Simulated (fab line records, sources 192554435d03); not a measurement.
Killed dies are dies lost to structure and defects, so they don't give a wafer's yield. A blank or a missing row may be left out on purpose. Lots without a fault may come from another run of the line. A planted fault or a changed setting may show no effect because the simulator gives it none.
A struck lot beside a sound one | flow n5_finfet | 14 steps out of a route of 1938
Sound: wafers L711.4, L711.5, L711.6. Struck: wafer L717.2. (L717.6 of the same lot was not struck and is left out.) The cause comes at the end.
At each step with rows: each side's tool, then ch and its chambers, then its first start. Under that, the readings that differ: sound wafers | struck wafers | difference of the means | sigmas: that difference in standard deviations of wafers without a fault.
alike: readings whose means differ by less than 2 such deviations, and words and numbers that are the same on both sides. not compared: withheld readings, readings that some wafer has no value for, bounds like >300 that may hide the same value, and numbers for which the record gives no deviation and whose values overlap.
The two part at a step that has a row with sigmas, a row that says differs or no value, or rows on one side only. Numbers that don't overlap but have no deviation are shown without sigmas and don't part them. A reading that every wafer of one side lacks parts them only if that side has two wafers or more.

first, 8 steps without rows for these wafers: N5_BEOL_M11_COAT_59 (time 60 s, resist thk 100 nm); N5_BEOL_M11_COAT_60 (time 60 s, resist thk 30 nm); N5_BEOL_M11_COAT_05 (resist thk 90 nm); N5_BEOL_M11_EBR_07; N5_BEOL_M11_SOFTBAKE_06 (time 60 s); N5_BEOL_M11_EXPOSE_08 (exposes mask M11); N5_BEOL_M11_PEB_09 (peb time 60 s); N5_BEOL_M11_DEVELOP_10 (develop time 30 s).
N5_BEOL_M11_CD_MEAS_11: target cd 64.1 nm.
  sound on cd_sem-01 ch 0, day 11 08:33; struck on cd_sem-02 ch 0, day 12 17:38
  reading    | sound          | struck | difference | sigmas
  cd_nm (nm) | 64.7 65.5 65.1 | 63.3   | -1.8       | -3
N5_BEOL_M11_OVL_MEAS_12:
  sound on overlay-01 ch 0, day 11 08:35; struck on overlay-01 ch 0, day 12 17:40
  alike: M11_OVL
N5_BEOL_M11_INSPECT_13: inspects for defects (brightfield).
  sound on defect_inspect-01, day 11 08:37; struck on defect_inspect-01, day 12 17:42
  alike: raw_defect_count
N5_BEOL_M11_DESCUM_16: chemistry O2, time 7.9 s.
  sound on rie_diel-03 ch 0,3, day 11 08:53; struck on rie_diel-03 ch 3, day 12 17:44
  alike: drypump_motor_current_A, oes_product_au, rf_vpp_V, showerhead_plenum_p_Torr, throttle_valve_pct
  not compared: rf_hours_counter_h
N5_BEOL_M11_ETCH_61: etches SiARC in CF4, target depth 39 nm, time 65 s.
  sound on rie_diel-03 ch 0,3, day 11 08:55; struck on rie_diel-03 ch 3, day 12 17:46
  reading               | sound             | struck | difference | sigmas
  etch_rf_on_time_s (s) | 66.7 65.4 66.6    | 79.8   | +13.6      | +10
  rf_vpp_V (V)          | 183.8 184.6 183.9 | 187.1  | +3.0       | +3
  alike: drypump_motor_current_A, oes_product_au, showerhead_plenum_p_Torr, throttle_valve_pct
  not compared: rf_hours_counter_h
N5_BEOL_M11_ETCH_62: etches SOC in N2/H2, target depth 110 nm, overetch 22 nm, time 165 s.
  sound on rie_diel-03 ch 0,3, day 11 08:58; struck on rie_diel-03 ch 3, day 12 17:49
  alike: drypump_motor_current_A, oes_product_au, rf_vpp_V, showerhead_plenum_p_Torr, throttle_valve_pct
  not compared: rf_hours_counter_h

WHERE THEY PART
First at N5_BEOL_M11_CD_MEAS_11; last, within this record, at N5_BEOL_M11_ETCH_61. Later steps at which nothing parts them and some readings are alike: N5_BEOL_M11_ETCH_62.

WHY: what the simulator had put in
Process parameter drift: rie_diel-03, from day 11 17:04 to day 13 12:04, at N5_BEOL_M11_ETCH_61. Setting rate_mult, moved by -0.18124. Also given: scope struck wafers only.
